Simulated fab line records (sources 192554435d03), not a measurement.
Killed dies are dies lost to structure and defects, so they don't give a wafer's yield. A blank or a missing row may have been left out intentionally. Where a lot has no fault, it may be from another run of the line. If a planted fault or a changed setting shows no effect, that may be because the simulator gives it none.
Which tool was responsible?    flow n5 finfet    30 wafers from 10 lots sampled at 5 of the route's 1938 steps

## WHAT EACH GAUGE READ, for each wafer
N5_BEOL_M4_RC_MEAS_101.
lot   measured      on         DIBL_N (mV/V)   DIBL_P (mV/V)   IOFF_N (nA/um)  IOFF_P (nA/um)  ION_N (uA/um)  ION_P (uA/um)  SS_N (mV/dec)   SS_P (mV/dec)   VT_N (mV)    VT_P (mV)
L822  day 8 11:19   prober-02  35.0 38.2 34.7  34.6 37.9 35.4  0.13 0.20 0.14  0.15 0.20 0.17  660 669 677    449 449 458    71.1 71.7 71.3  72.9 72.7 73.3  250 247 250  -255 -252 -252
L823  day 8 20:13   prober-02  39.3 40.1 41.2  37.7 37.9 40.2  0.19 0.23 0.24  0.21 0.22 0.25  668 678 681    450 459 461    71.0 72.0 72.1  73.9 74.3 74.2  248 244 244  -252 -250 -254
L824  day 9 01:17   prober-02  37.6 39.2 36.5  37.9 37.8 35.9  0.18 0.22 0.16  0.26 0.26 0.22  673 693 664    465 466 460    71.8 72.8 72.1  73.4 73.0 73.3  248 245 251  -248 -245 -249
L825  day 9 01:04   prober-01  40.0 39.1 39.4  41.2 40.7 40.5  0.26 0.24 0.25  0.27 0.27 0.26  691 691 693    465 464 459    73.4 72.2 71.5  74.2 73.8 74.7  246 245 247  -250 -249 -249
L830  day 10 08:16  prober-01  37.8 37.4 34.0  36.8 36.3 32.8  0.16 0.15 0.11  0.21 0.21 0.17  684 691 676    460 472 471    71.1 71.6 70.4  73.3 72.7 71.9  252 251 254  -249 -248 -253
L832  day 11 06:01  prober-01  38.0 33.4 35.4  38.1 33.2 34.7  0.18 0.11 0.14  0.26 0.19 0.20  671 660 677    472 463 464    71.6 70.6 70.8  73.5 72.5 72.5  247 254 252  -246 -251 -247
L834  day 12 12:49  prober-02  35.6 37.1 35.7  36.8 37.6 36.7  0.16 0.16 0.15  0.22 0.22 0.20  680 672 670    468 462 461    70.9 71.2 71.6  74.1 74.2 73.6  248 251 254  -249 -251 -253
L837  day 12 03:13  prober-01  34.7 35.3 36.2  36.6 37.4 38.1  0.16 0.17 0.19  0.18 0.19 0.21  681 684 682    459 458 458    71.6 71.5 71.5  73.3 73.4 73.8  251 246 251  -253 -254 -250
L842  day 13 12:39  prober-02  36.7 37.5 36.4  38.0 39.6 37.7  0.19 0.21 0.18  0.22 0.25 0.22  684 692 685    462 464 462    71.4 72.1 72.3  73.8 73.6 73.1  247 247 248  -250 -249 -250
L843  day 13 13:22  prober-01  37.2 36.8 35.9  40.0 39.1 37.1  0.18 0.16 0.14  0.22 0.20 0.17  668 676 655    452 463 445    72.0 72.0 72.4  74.4 73.6 73.8  250 250 254  -251 -255 -255

## EACH LOT AND THE TOOL THAT RAN IT (in order: tool; ch and the chambers of the sampled wafers; start)
lot   N5_FIN_CUT_PRECLEAN_35             N5_STI_FIN_REVEAL_CMP_04      N5_STI_FIN_REVEAL_PRECLEAN_17       N5_STI_FIN_REVEAL_ETCH_34
L822  vapor etch-02 ch 0,1, day 2 09:54  cmp-03 ch 0,2, day 2 16:00    remote plasma-02 ch 1, day 2 18:45  rie si-05 ch 1,2,3, day 2 18:58
L823  vapor etch-02 ch 0,1, day 2 15:22  cmp-04 ch 1,3, day 2 21:34    remote plasma-01 ch 1, day 3 00:20  rie si-05 ch 0,3, day 3 00:32
L824  vapor etch-02 ch 0,1, day 2 23:44  cmp-04 ch 0,1,3, day 3 05:35  remote plasma-01 ch 1, day 3 08:27  rie si-02 ch 0,1,3, day 3 08:37
L825  vapor etch-01 ch 0,1, day 3 06:39  cmp-03 ch 0,3, day 3 12:11    remote plasma-02 ch 1, day 3 15:08  rie si-05 ch 0,2, day 3 15:19
L830  vapor etch-01 ch 0,1, day 4 10:06  cmp-03 ch 0,2, day 4 15:37    remote plasma-02 ch 1, day 4 18:35  rie si-03 ch 2,3, day 4 18:43
L832  vapor etch-01 ch 0,1, day 4 22:57  cmp-04 ch 1,2, day 5 05:19    remote plasma-01 ch 0, day 5 08:03  rie si-03 ch 0,1,3, day 5 08:12
L834  vapor etch-02 ch 0,1, day 5 09:42  cmp-03 ch 1,2, day 5 15:11    remote plasma-02 ch 1, day 5 18:13  rie si-02 ch 0,1, day 5 18:23
L837  vapor etch-01 ch 0,1, day 6 04:02  cmp-04 ch 1,2, day 6 09:34    remote plasma-02 ch 1, day 6 12:24  rie si-05 ch 1,2, day 6 12:36
L842  vapor etch-01 ch 0,1, day 7 10:40  cmp-02 ch 0,3, day 7 16:13    remote plasma-02 ch 0, day 7 18:57  rie si-02 ch 1,3, day 7 19:06
L843  vapor etch-01 ch 1, day 7 15:36    cmp-04 ch 0,2,3, day 7 21:06  remote plasma-02 ch 0, day 7 23:52  rie si-05 ch 0,1,2, day 8 00:02
- N5_FIN_CUT_PRECLEAN_35: cleans in vHF, time 13.3 s.
- N5_STI_FIN_REVEAL_CMP_04: polishes, stops on Si3N4, t overpolish 4 s, target thk 131.83 nm.
- N5_STI_FIN_REVEAL_PRECLEAN_17: cleans in NF3:NH3, afs cycles 1, time 20 s, sublimation time 60 s.
- N5_STI_FIN_REVEAL_ETCH_34: etches Si in H2, material Si, target depth 0.97 nm.

## WHAT THE TOOLS THEMSELVES READ (means of the sampled wafers that have a number; where no wafer has one, the mark that the record gives instead)
N5_FIN_CUT_PRECLEAN_35.
lot   tool           drypump motor current A (A)
L822  vapor etch-02  5.33
L823  vapor etch-02  5.33
L824  vapor etch-02  5.20
L825  vapor etch-01  5.68
L830  vapor etch-01  5.78
L832  vapor etch-01  5.77
L834  vapor etch-02  5.35
L837  vapor etch-01  5.80
L842  vapor etch-01  5.76
L843  vapor etch-01  5.86

N5_STI_FIN_REVEAL_CMP_04.
lot   tool    motor current A (A)  overpolish run s (s)  time to endpoint s (s)
L822  cmp-03  7.4                  4.003                 103
L823  cmp-04  8.3                  3.995                 103
L824  cmp-04  8.2                  3.993                 107
L825  cmp-03  7.3                  4.007                 107
L830  cmp-03  7.5                  3.999                 112
L832  cmp-04  7.3                  3.997                 108
L834  cmp-03  8.5                  4.002                 105
L837  cmp-04  7.7                  4.002                 107
L842  cmp-02  7.5                  4.001                 106
L843  cmp-04  8.1                  4.000                 104

N5_STI_FIN_REVEAL_ETCH_34.
lot   tool       drypump motor current A (A)  oes product au (a.u.)  throttle valve pct (%)
L822  rie si-05  6.2                          1.012                  25.4
L823  rie si-05  6.1                          0.999                  25.9
L824  rie si-02  5.5                          0.988                  26.1
L825  rie si-05  6.1                          1.026                  26.0
L830  rie si-03  5.5                          0.986                  26.5
L832  rie si-03  5.7                          0.985                  25.8
L834  rie si-02  5.1                          1.009                  26.1
L837  rie si-05  6.1                          1.026                  25.5
L842  rie si-02  5.8                          0.987                  26.3
L843  rie si-05  6.1                          1.028                  25.7

## THE ANSWER, worked out from the rows above alone
Rule: the usual values come from the lots themselves. Put in order of their means at a reading, lots are off if they are a third of the lots or fewer, leave a main group of 4 or more, and stand apart from it by a gap of 3 or more times the standard deviation of the main group's means; of several such gaps the widest counts. A main group whose means are all the same, to the digits that the tables above print for the reading, isn't used. Also off: a lot with no number at a reading for which 4 or more lots have one. Where the step has rows for the other lots, those lots are counted as sound. The gauges are gone through in route order, then the tools' own readings, and for those a lot's mean is taken as printed above. At the first step where some lot is off, the reading lying furthest off is the one used; lots without a number count as furthest.
No lot is off at any reading shown: from this, nothing can be told.

## WHAT THE SIMULATOR HAD INSERTED
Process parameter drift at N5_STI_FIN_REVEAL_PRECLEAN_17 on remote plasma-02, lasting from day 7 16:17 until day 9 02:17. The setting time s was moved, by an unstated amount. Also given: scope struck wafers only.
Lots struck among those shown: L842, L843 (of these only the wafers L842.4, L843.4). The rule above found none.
